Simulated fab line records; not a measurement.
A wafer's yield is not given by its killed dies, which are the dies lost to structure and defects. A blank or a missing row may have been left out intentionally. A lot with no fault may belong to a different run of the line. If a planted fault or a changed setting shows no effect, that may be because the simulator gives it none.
Split-lot trial | flow n5Finfet | 21 wafers read from 7 lots, route of 1938 steps

== ABOUT THE SPLIT ==
At N5_BEOL_M8_ETCH_66 (etches SOC in N2/H2, target depth 80 nm, overetch 16 nm, time 120 s), the setting biasW was moved away from the recipe's 150 W on 8 of the 21 wafers read, by -14.7% to +17.8%. All remaining wafers had this setting at the recipe value.

Reading taken at the split's own step.

== THE READING ==
rfVppV, in V, at N5_BEOL_M8_ETCH_66 (etches SOC in N2/H2, target depth 80 nm, overetch 16 nm, time 120 s). Fault-free wafers of this fab line usually give 524.4 V, standard deviation 1.8 V.

wafer  | tool, chamber at the split | biasW as run, W | against the recipe | rfVppV, V | against lot-mates on the recipe
L075.1 | rieDiel-02, 2              | 150             | recipe             | 524.4     | -
L075.3 | rieDiel-02, 1              | 176.7           | +17.8%             | 578.6     | +54.2
L075.6 | rieDiel-02, 0              | 176.7           | +17.8%             | 585.6     | +61.2
L081.2 | rieDiel-04, 3              | 150             | recipe             | 523.4     | -
L081.5 | rieDiel-04, 1              | 137.8           | -8.1%              | 495.5     | -29.0
L081.6 | rieDiel-04, 2              | 150             | recipe             | 525.6     | -
L083.1 | rieDiel-02, 1              | 171.4           | +14.3%             | 568.0     | +40.7
L083.3 | rieDiel-02, 0              | 171.4           | +14.3%             | 574.3     | +47.0
L083.4 | rieDiel-02, 3              | 150             | recipe             | 527.3     | -
L086.2 | rieDiel-02, 0              | 150             | recipe             | 528.4     | -
L086.4 | rieDiel-02, 3              | 159.9           | +6.6%              | 549.2     | +20.8
L086.6 | rieDiel-02, 2              | 159.9           | +6.6%              | 545.9     | +17.5
L088.1 | rieDiel-04, 2              | 150             | recipe             | 525.6     | -
L088.3 | rieDiel-04, 0              | 150             | recipe             | 525.3     | -
L088.6 | rieDiel-04, 2              | 128             | -14.7%             | 474.5     | -51.0
L093.1 | rieDiel-06, 1              | 150             | recipe             | 526.5     | -
L093.2 | rieDiel-06, 0              | 150             | recipe             | 522.1     | -
L093.4 | rieDiel-06, 3              | 150             | recipe             | 523.2     | -
L095.2 | rieDiel-06, 0              | 150             | recipe             | 523.5     | -
L095.4 | rieDiel-06, 3              | 150             | recipe             | 522.7     | -
L095.6 | rieDiel-06, 1              | 150             | recipe             | 525.8     | -

FIT RESULTS
A straight line over all 21 wafers: rfVppV changes by +3.3 V for each +1% of biasW; r = +1.00; the points scatter about the line by 2.4 V.
The same after taking each lot's own level away (the mean of its wafers on the recipe; 21 wafers): +3.25 V for each +1%; r = +1.00; scatter 2.3 V.
On that fit, the largest move of biasW shifts the reading by 58 V.
The span of the lots' own levels, 523.93 to 528.40 V, comes to 2.5 times the standard deviation stated above.
The two slopes are in agreement: the lot-to-lot level therefore moves the slope only a little.
Check: with one of the wafers moved furthest among these (+17.8%) left out of the fit, the line predicts +58 V for it against its lot-mates. Against them it came out at +54.2 V.
Tool readings at the split's step, against how far the setting was moved: rfVppV r = +1.00.

== OTHER SPLITS ON THESE WAFERS ==
Before the reading, these wafers also passed through other splits. Each is held against what the fit with the lots' levels taken away leaves over:
other split on the same wafers  | wafers away from the commonest value | r with rfVppV (lot level and that fit taken away)
N5_BEOL_M7_EXPOSE_08 doseMj     | 7                                    | -0.28
N5_BEOL_M7_TRENCH_ETCH_37 timeS | 10                                   | +0.31
N5_BEOL_M7_ETCH_41 sourceW      | 8                                    | -0.19

== THE WHOLE CHAIN: every reading that the file lists as answering this split, in the file's order ==
step               | what it does                                                        | reading                                                                         | change (the file's fit)                | r (the file's)
N5_BEOL_M8_ETCH_66 | etches SOC in N2/H2, target depth 80 nm, overetch 16 nm, time 120 s | rfVppV                                                                          | +3.27 V for each +1% of the setting    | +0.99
N5_BEOL_M8_ETCH_66 | etches SOC in N2/H2, target depth 80 nm, overetch 16 nm, time 120 s | SiARC_of_BEOL_M8_COAT_64.thkNm (the simulator's own value, which no gauge read) | -0.0702 nm for each +1% of the setting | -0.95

== THE FILE'S OWN FIT ==
rfVppV changes by +3.27 V for each +1% of biasW, r = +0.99.
